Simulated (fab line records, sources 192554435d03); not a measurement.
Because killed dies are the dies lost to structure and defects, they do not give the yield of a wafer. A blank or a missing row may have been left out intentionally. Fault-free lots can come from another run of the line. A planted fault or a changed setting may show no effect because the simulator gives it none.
Split-lot study    flow n5_finfet    7 lots, 21 wafers read, on a route of 1938 steps

## ABOUT THE SPLIT
At N5_PASSIVATION_EXPOSE_07 (exposes mask TV, defocus 0 nm, target cd 3000 nm), the setting dose_mj was moved away from the recipe's 22.75 on 9 of the 21 wafers read, by -6.9% to -5.4%. All remaining wafers had this setting at the recipe value.

## FROM THE SPLIT TO THE READING: what the file shows between them, 3 steps
- N5_PASSIVATION_PEB_08
- N5_PASSIVATION_DEVELOP_09: develop time 60 s
- N5_PASSIVATION_HARDBAKE_11: time 120 s

## THE READING
cd_nm (nm) at N5_PASSIVATION_CD_MEAS_10, where the cd target is 3000 nm. On this fab line, fault-free wafers typically give 2999.3 nm with a standard deviation of 2.5 nm.

wafer   tool, chamber at the split  dose_mj as run  against the recipe  cd_nm, nm  against lot-mates on the recipe
L076.2  krf_scanner-01, 0           22.75           recipe              3002.4     -
L076.3  krf_scanner-01, 0           22.75           recipe              2999.6     -
L076.4  krf_scanner-01, 0           22.75           recipe              3002.3     -
L078.1  krf_scanner-01, 0           22.75           recipe              3001.3     -
L078.2  krf_scanner-01, 0           22.75           recipe              3000.2     -
L078.5  krf_scanner-01, 0           22.75           recipe              2997.9     -
L079.1  krf_scanner-02, 0           22.75           recipe              3000.6     -
L079.3  krf_scanner-02, 0           22.75           recipe              3002.7     -
L079.5  krf_scanner-02, 0           21.21           -6.8%               2987.1     -14.5
L080.3  krf_scanner-02, 0           21.53           -5.4%               2983.0     no lot-mate on the recipe
L080.5  krf_scanner-02, 0           21.53           -5.4%               2985.6     no lot-mate on the recipe
L080.6  krf_scanner-02, 0           21.53           -5.4%               2986.4     no lot-mate on the recipe
L085.2  krf_scanner-02, 0           22.75           recipe              2998.2     -
L085.4  krf_scanner-02, 0           21.28           -6.5%               2986.9     -11.3
L085.5  krf_scanner-02, 0           21.28           -6.5%               2985.4     -12.8
L087.1  krf_scanner-02, 0           22.75           recipe              2996.8     -
L087.2  krf_scanner-02, 0           22.75           recipe              2996.5     -
L087.6  krf_scanner-02, 0           21.28           -6.5%               2984.5     -12.2
L091.1  krf_scanner-01, 0           21.18           -6.9%               2982.1     -19.7
L091.2  krf_scanner-01, 0           22.75           recipe              3001.8     -
L091.4  krf_scanner-01, 0           21.18           -6.9%               2980.3     -21.5

THE FIT
A straight line over all 21 wafers: cd_nm changes by +2.45 nm for each +1% of dose_mj; r = +0.96; the points scatter about the line by 2.3 nm.
The same after taking each lot's own level away (the mean of its wafers on the recipe; 18 wafers): +2.32 nm for each +1%; r = +0.96; scatter 2.3 nm.
According to that fit, moving dose_mj by its largest amount changes the reading by 16 nm.
Across the lots, their own levels run from 2996.65 to 3001.80 nm, a range of 2.1 times the standard deviation given above.
The two slopes agree, so the slope changes little with the lot-to-lot level.
Check: with one of the wafers moved furthest among these (-6.9%) left out of the fit, the line predicts -15.2 nm for it against its lot-mates. Against them it came out at -19.7 nm.

## OTHER SPLITS APPLIED TO THESE WAFERS
Before the reading, these wafers also passed through other splits. Each is held against what the fit with the lots' levels taken away leaves over:
other split on the same wafers     wafers away from the commonest value  r with cd_nm (lot level and that fit taken away)
N5_BEOL_M11_COAT_05 spin_rpm       10                                    -0.18
N5_BEOL_M12_TRENCH_ETCH_34 time_s  5                                     +0.28
N5_BEOL_M12_SPUTTER_45 time_s      8                                     -0.37
N5_BEOL_M13_COAT_65 spin_rpm       9                                     +0.55
N5_BEOL_M14_SPUTTER_44 power_w     6                                     -0.24
N5_BEOL_M15_SPUTTER_43 power_w     6                                     -0.02
N5_BEOL_M15_SPUTTER_44 power_w     10                                    -0.07
N5_PASSIVATION_PECVD_01 time_s     8                                     +0.42

## THE WHOLE CHAIN: every reading that the file lists as answering this split, in the file's order
step                       what it does              reading                                                          change (the file's fit)               r (the file's)
N5_PASSIVATION_CD_MEAS_10  target cd 3000 nm         cd_nm                                                            +2.25 nm for each +1% of the setting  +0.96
N5_PASSIVATION_DESCUM_12   chemistry O2, time 7.9 s  TV_LITHO.cd_nm (the simulator's own value, which no gauge read)  +2.24 nm for each +1% of the setting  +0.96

## THE FILE'S OWN FIT
cd_nm changes by +2.25 nm for each +1% of dose_mj, r = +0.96.
